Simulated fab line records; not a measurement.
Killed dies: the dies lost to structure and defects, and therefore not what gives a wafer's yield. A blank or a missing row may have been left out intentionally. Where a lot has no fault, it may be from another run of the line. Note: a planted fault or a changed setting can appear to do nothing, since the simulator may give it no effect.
fab line records    flow n5Finfet
record: lots: 4  wafers: 12  lastDay: 16
route steps=1938 shown BEOL_M4@1105 BEOL_M5@1112
lots with no fault: from the same line, run without faults
startH: hours from the record's opening day to when the first of the lot's shown wafers began    waitH: time in hours since the lot's previous step    " identical to the entry in the row above    L1.1+2: a single row standing in for several wafers    - no value, or no start was given    * or withheld: withheld    < > ~ a bound
route shown NAME@n: NAME is a module with steps in the file, n the number in the route of the first one    usual: the fault-free wafers' mean and standard deviation    same: alike in all rows    chamber/n: place in a boat    sites: the reading at each site    _std_site: how widely they spread, as a standard deviation    _edge_site: the outer-site mean with the inner-site mean subtracted    radiusMm: for every site, how far away it sits from the centre of the wafer    mask NAME#n: copy n    behind: the most recent tool/chamber to have shaped the wafer    hold: the reason the lot was held/the length of the hold in hours/how it ended    device: the transistor (n, p or np) that didn't switch    end of line: the tests these same wafers got at the end of their route    a step given without rows: its recipe and nothing more    killed: not the wafer's yield, but the dies lost to structure and defects at the first sort    map: dies across one wafer; x = killed, . = not, _ = none there
set.NAME: the setting as run; set.NAME@STEP: as run at that earlier step    model.NAME: the simulator's own value behind a step, which no gauge read
lots seen at some steps along the route; tables by step, rows by wafer
services: the hour from which a tool's chamber was out of use, counted from the record's first day as startH (under 0 if before that day), plus the number of hours and why
== steps ==
step: N5_BEOL_M4_PRE_CLEAN_60
recipe: gas: NH3/H2  timeS: 15  tempC: *  rfPowerW: 300
step: N5_BEOL_M4_CO_CAP_55
recipe: material: Co  targetThkA: 20  tempC: 200  precursor: CCTBA/H2  pressureTorr: 30  timeS: 102.1
step: N5_BEOL_M4_PRE_CLEAN_56
recipe: gas: NH3  timeS: 15  tempC: withheld  rfPowerW: 300
step: N5_BEOL_M4_DEP_57
recipe: material: SiCN  targetThkA: 80  tempC: withheld  precursor: 3MS/NH3  pressureTorr: 3  rfW: 202  timeS: 14
step: N5_BEOL_M5_ILD_DEP_00
recipe: material: SiCOH_lowk  targetThkA: 1406.4  tempC: 300  precursor: DEMS/porogen  pressureTorr: 5  rfW: 500  timeS: 25.9
step: N5_BEOL_M5_CURE_79
recipe: tempC: 385  timeS: 240  ambient: He/Ar  material: SiCOH_lowk
step: N5_BEOL_M5_PECVD_70
recipe: material: SiO2  targetThkA: 160  tempC: 400  precursor: TEOS/O2  pressureTorr: 5.5  rfW: 450  teosFlowSccm: 53.8  gas: O2  flowSccm: 3000  timeS: 18
step: N5_BEOL_M5_HM_DEP_02
recipe: material: TiN  targetThkA: 200  tempC: 25  chamberPressurePa: 0.49996
step: N5_BEOL_M5_COAT_59
recipe: resist: SOC  tempC: 250  timeS: 60  spinRpm: 1500  resistThkNm: 60
usual: spinSpeedRpm: 1500.3/1
same: timeS: 60
lot.wafer  tool           chamber  startH  waitH  spinSpeedRpm  model.SOC_of_BEOL_M5_COAT_59.thkNm
L501.1     lithoTrack-01  0        182.43  0.1    1607.4        57.8
L501.2     "              0        "       "      1607.5        57.8
L501.5     "              0        "       "      1608.4        57.8
L502.1     lithoTrack-01  0        185.04  0.1    1609.5        57.8
L502.3     "              0        "       "      1610.3        57.6
L502.4     "              0        "       "      1608.5        57.8
L516.3     lithoTrack-01  0        276.33  0.1    1501.0        60.4
L516.4     "              0        "       "      1500.2        60.2
L516.5     "              0        "       "      1500.2        60.4
L519.4     lithoTrack-05  0        288.28  0.1    1497.8        60
L519.5     "              0        "       "      1500.7        59.8
L519.6     "              0        "       "      1501.8        59.8
step: N5_BEOL_M5_COAT_60
recipe: resist: SiARC  tempC: 220  timeS: 60  spinRpm: 1500  resistThkNm: 12
step: N5_BEOL_M5_COAT_71
recipe: resist: underlayer  tempC: 205  timeS: 60  spinRpm: 1500  resistThkNm: 5
step: N5_BEOL_M5_COAT_05
recipe: resist: CAR-EUV  spinRpm: 1500  resistThkNm: 30
step: N5_BEOL_M5_EBR_07
recipe: solvent: PGMEA  ebrWidthMm: 1.5
step: N5_BEOL_M5_SOFTBAKE_06
recipe: tempC: 110  timeS: 60  resist: CAR-EUV
step: N5_BEOL_M5_EXPOSE_08
recipe: maskId: M5  na: 0.33  sourceShape: annular  sigmaInner: 0.4  sigmaOuter: 0.8  polarization: unpolarized  targetCdNm: 28  doseMj: 35.75
step: N5_BEOL_M5_PEB_09
recipe: pebTempC: 100  pebTimeS: 60  resist: CAR-EUV
step: N5_BEOL_M5_DEVELOP_10
recipe: developTimeS: 30  developer: TMAH  resist: CAR-EUV  rinseLiquid: surfactantRinse  dry: airSpin  devTempC: 23
step: N5_BEOL_M5_DESCUM_16
recipe: chemistry: O2  timeS: 7  sourcePowerW: 50  biasPowerW: 20  pressureMtorr: 20  rfFrequencyHz: 2.712e+07  tempC: 40  resist: CAR-EUV  o2FlowSccm: 225
step: N5_BEOL_M5_ETCH_72
recipe: chemistry: N2/H2  target: underlayer  targetDepthA: 65  maskMaterial: CAR-EUV  timeS: 5.2  ionEnergyEv: 200  pressureMtorr: 30  sourceW: 840  biasW: 150  n2FlowSccm: 200  h2FlowSccm: 200  ends: cleared
step: N5_BEOL_M5_ETCH_61
recipe: chemistry: CF4  target: SiARC  targetDepthA: 156  maskMaterial: CAR-EUV  timeS: 26  ionEnergyEv: 80  pressureMtorr: 40  sourceW: 545  biasW: 36  Ar_flow_sccm: 100  cf4FlowSccm: 100  ends: cleared
step: N5_BEOL_M5_ETCH_62
recipe: chemistry: N2/H2  target: SOC  targetDepthA: 750  overetchA: 150  maskMaterial: SiARC  tempC: 40  timeS: 112.5  ionEnergyEv: 200  pressureMtorr: 30  sourceW: 840  biasW: 150  n2FlowSccm: 200  h2FlowSccm: 200
usual: chamberPressureMTorr: 29.998/0.027  drypumpMotorCurrentA: 5.7/0.37  oesProductAu: 0.60/0.06  rfVppV: 523.7/2.4  showerheadPlenumPTorr: 2.54/0.08  throttleValvePct: 17.90/0.25
same: timeS: 112.5
lot.wafer  tool        chamber  startH  waitH  chamberPressureMTorr  drypumpMotorCurrentA  oesProductAu  rfHoursCounterH  rfVppV  showerheadPlenumPTorr  throttleValvePct  model.etch.depthNm
L501.1     rieDiel-04  3        182.90  0.0    30.010                5.9                   0.56          219              522.6   2.51                   18.20             57.8
L501.2     "           1        "       "      29.971                6.1                   0.77          1                521.7   2.50                   17.52             57.72
L501.5     "           2        "       "      30.021                5.8                   0.56          -                526.6   2.64                   17.50             57.86
L502.1     rieDiel-01  2        185.63  0.0    30.016                6.3                   0.57          164              524.3   2.54                   17.98             57.76
L502.3     "           0        "       "      29.966                5.3                   0.54          249              526.6   2.59                   18.17             57.67
L502.4     "           1        "       "      30.025                6.0                   0.68          34               524.6   2.58                   17.37             57.76
L516.3     rieDiel-03  3        276.83  0.0    30.016                5.2                   0.58          210              525.8   2.62                   17.88             60.36
L516.4     "           0        "       "      30.077                5.6                   0.57          176              526.4   2.66                   18.18             60.14
L516.5     "           2        "       "      30.006                5.5                   0.57          -                520.9   2.42                   18.12             60.39
L519.4     rieDiel-03  0        288.98  0.0    30.031                5.7                   0.56          180              528.6   2.65                   18.17             59.91
L519.5     "           1        "       "      29.994                5.7                   0.57          -                523.7   2.51                   18.03             59.87
L519.6     "           0        "       "      29.967                5.7                   0.56          -                526.1   2.65                   18.19             59.81
step: N5_BEOL_M5_STRIP_63
recipe: chemistry: N2/H2  tempC: 40  n2FlowSccm: 200  h2FlowSccm: 200  rfFrequencyHz: 6e+07
step: N5_BEOL_M5_STRIP_73
recipe: chemistry: N2/H2  tempC: 40  n2FlowSccm: 200  h2FlowSccm: 200  rfFrequencyHz: 6e+07
step: N5_BEOL_M5_STRIP_64
recipe: chemistry: CF4  resist: SiARC  powerW: 300  biasPowerW: 75  pressureMtorr: 50  cf4FlowSccm: 150  rfFrequencyHz: 6e+07
step: N5_BEOL_M5_HM_OPEN_17
recipe: chemistry: Cl2/BCl3  targetDepthA: 200  overetchA: 60  target: TiN  maskMaterial: SOC  ionEnergyEv: 150  pressureMtorr: 10  icpW: 1000  biasW: 126  Cl2_flow_sccm: 53.25  bcl3FlowSccm: 21.75  Ar_flow_sccm: 25
usual: bcl3FlowSccm: 21.75/0.061  chamberPressureMTorr: 10.000/0.0096  drypumpMotorCurrentA: 6.0/0.45  oesProductAu: 0.69/0.037  throttleValvePct: 22.16/0.21
lot.wafer  tool         chamber  startH  waitH  bcl3FlowSccm  chamberPressureMTorr  drypumpMotorCurrentA  oesProductAu  rfHoursCounterH  throttleValvePct  model.SOC_of_BEOL_M5_COAT_59.thkNm
L501.1     rieMetal-02  1        183.07  0.0    21.76         9.988                 5.2                   0.71          26               22.15             49.8
L501.2     "            0        "       "      21.72         10.005                6.4                   0.66          41               21.89             49.8
L501.5     "            1        "       "      21.70         10.005                5.2                   0.71          -                22.13             49.8
L502.1     rieMetal-02  0        185.80  0.0    21.84         9.997                 6.4                   0.67          41               21.89             50
L502.3     "            1        "       "      21.82         10.007                5.2                   0.71          -                22.12             49.6
L502.4     "            0        "       "      21.77         9.984                 6.3                   0.66          -                21.89             49.8
L516.3     rieMetal-03  0        277.05  0.1    21.86         9.988                 6.5                   0.68          -                22.08             52.4
L516.4     "            1        "       "      21.75         9.981                 6.1                   0.73          -                22.54             52.4
L516.5     "            1        "       "      21.72         10.010                6.1                   0.73          -                22.53             52.6
L519.4     rieMetal-03  1        289.18  0.1    21.78         10.002                6.1                   0.74          -                22.51             52
L519.5     "            0        "       "      21.70         10.000                6.5                   0.69          -                22.07             52
L519.6     "            1        "       "      21.75         9.998                 6.1                   0.72          -                22.52             52
step: N5_BEOL_M5_STRIP_19
recipe: chemistry: O2  powerW: 400  tempC: 40  pressureMtorr: 30  rfFrequencyHz: 6e+07  biasPowerW: 0  overashFraction: 0.2  o2FlowSccm: 225
== services ==
tool           chamber  startH  hours  kind
lithoTrack-05  -        173.30  -      consumableReplace:filter
rieMetal-03    1        181.20  12.1   repair
rieDiel-01     0        188.11  -      clean
rieDiel-01     0        188.11  -      consumableReplace:focusRing
rieDiel-01     0        188.11  20.4   scheduledDown
rieDiel-01     0        188.11  20.4   ventCycle
rieDiel-01     1        203.57  15.6   repair
lithoTrack-01  -        207.81  -      consumableReplace:filter
rieDiel-04     0        241.77  2.9    repair
rieDiel-03     3        243.02  4.6    repair
rieMetal-03    -        249.95  2.8    pm
rieDiel-04     3        266.66  7.7    repair
rieDiel-04     3        288.44  -      clean
rieDiel-04     3        288.44  -      consumableReplace:focusRing
rieDiel-04     3        288.44  14.5   scheduledDown
rieDiel-04     3        288.44  14.5   ventCycle
== key ==
firstSign: step: N5_BEOL_M5_COAT_59  reading: spinSpeedRpm  direction: up  sigmas: 99+  usual: *  struck: *
effect none on later readings
modelEffect: step: N5_BEOL_M5_COAT_59  value: SOC_of_BEOL_M5_COAT_59.thkNm  without: 59.83  struck: 57.77
modelEffect: step: N5_BEOL_M5_ETCH_62  value: etch.depthNm  without: 59.81  struck: 57.76
modelEffect: step: N5_BEOL_M5_HM_OPEN_17  value: SOC_of_BEOL_M5_COAT_59.thkNm  without: 51.83  struck: 49.8
metAt N5_BEOL_M5_COAT_59
struckWafers L501.1,L501.2,L501.5,L502.1,L502.3,L502.4
fault: kind: processParameterDrift  tool: lithoTrack-01  chamber: -  onsetH: 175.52  steps: N5_BEOL_M5_COAT_59  channel: spinRpm  offset: *  shape: step  endH: 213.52  actsIn: *  stated: *
